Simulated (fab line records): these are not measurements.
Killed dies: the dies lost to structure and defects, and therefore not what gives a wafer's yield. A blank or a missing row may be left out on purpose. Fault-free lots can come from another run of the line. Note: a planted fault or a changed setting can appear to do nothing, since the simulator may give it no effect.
Split-lot trial	flow n5Finfet	7 lots, 21 wafers read, on a route of 1938 steps

## SPLIT DETAILS
At N5_DUMMY_GATE_ETCH_37 (etches SOC in N2/H2, target depth 60 nm, overetch 30 nm), the setting sourceW was moved away from the recipe's 840 W on 5 of the 21 wafers read, by -5.9% to +12.6%. This setting was run at the recipe's value on the other wafers.

The split's own step is where the reading is taken.

## THE READING
rfVppV, in V, at N5_DUMMY_GATE_ETCH_37 (etches SOC in N2/H2, target depth 60 nm, overetch 30 nm). Typical for fault-free wafers on this fab line: 524.1 V, with standard deviation 2.9 V.

wafer	tool, chamber at the split	sourceW as run, W	against the recipe	rfVppV, V	against lot-mates on the recipe
L076.1	rieDiel-06, 1	946.2	+12.6%	499.2	-25.4
L076.2	rieDiel-06, 0	840	recipe	525.3	-
L076.6	rieDiel-06, 3	840	recipe	524.0	-
L081.2	rieDiel-04, 1	840	recipe	526.3	-
L081.5	rieDiel-04, 0	840	recipe	526.2	-
L081.6	rieDiel-04, 3	840	recipe	526.4	-
L086.3	rieDiel-06, 3	790.2	-5.9%	535.4	+14.6
L086.4	rieDiel-06, 2	840	recipe	519.2	-
L086.5	rieDiel-06, 3	840	recipe	522.3	-
L089.2	rieDiel-01, 0	840	recipe	522.1	-
L089.3	rieDiel-01, 1	840	recipe	523.6	-
L089.4	rieDiel-01, 3	840	recipe	522.6	-
L091.3	rieDiel-06, 1	840	recipe	518.4	-
L091.4	rieDiel-06, 2	840	recipe	528.2	-
L091.5	rieDiel-06, 1	840	recipe	518.9	-
L095.2	rieDiel-01, 3	944.5	+12.4%	502.8	no lot-mate on the recipe
L095.4	rieDiel-01, 2	944.5	+12.4%	506.2	no lot-mate on the recipe
L095.6	rieDiel-01, 3	944.5	+12.4%	502.3	no lot-mate on the recipe
L097.1	rieDiel-01, 2	840	recipe	527.8	-
L097.3	rieDiel-01, 0	840	recipe	521.0	-
L097.6	rieDiel-01, 2	840	recipe	526.8	-

FIT RESULTS
A straight line over all 21 wafers: rfVppV changes by -1.71 V for each +1% of sourceW; r = -0.95; the points scatter about the line by 3.1 V.
The same after taking each lot's own level away (the mean of its wafers on the recipe; 18 wafers): -2.1 V for each +1%; r = -0.95; scatter 2.5 V.
According to that fit, moving sourceW by its largest amount changes the reading by 27 V.
From 520.75 to 526.30 V: that is the span of the lots' own levels, equal to 1.9 times the standard deviation above.
So the slope is not independent of the lot-to-lot level: the two fits are not the same.
Check: with one of the wafers moved furthest among these (+12.6%) left out of the fit, the line predicts -31.2 V for it against its lot-mates. It came out at -25.4 V against them.
Tool readings at the split's step, against how far the setting was moved: rfVppV r = -0.95.

## THESE WAFERS: OTHER SPLITS
Other splits were also applied to these wafers ahead of the reading. Each is held against what the fit with the lots' levels taken away leaves over:
other split on the same wafers	wafers away from the commonest value	r with rfVppV (lot level and that fit taken away)
N5_ZERO_LAYER_EXPOSE_08 doseMj	11	-0.28
N5_ZERO_LAYER_DEVELOP_10 developTimeS	5	+0.02
N5_PMOS_HMC_CHANNEL_EPI_EXPOSE_06 doseMj	5	+0.32
N5_PMOS_HMC_CHANNEL_EPI_PEB_07 pebTimeS	6	+0.26
N5_FIN_SAQP_COAT_68 spinRpm	5	+0.21
N5_FIN_CUT_COAT_19 spinRpm	6	-0.33

## FILE'S OWN FIT
rfVppV changes by -2.09 V for each +1% of sourceW, r = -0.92.
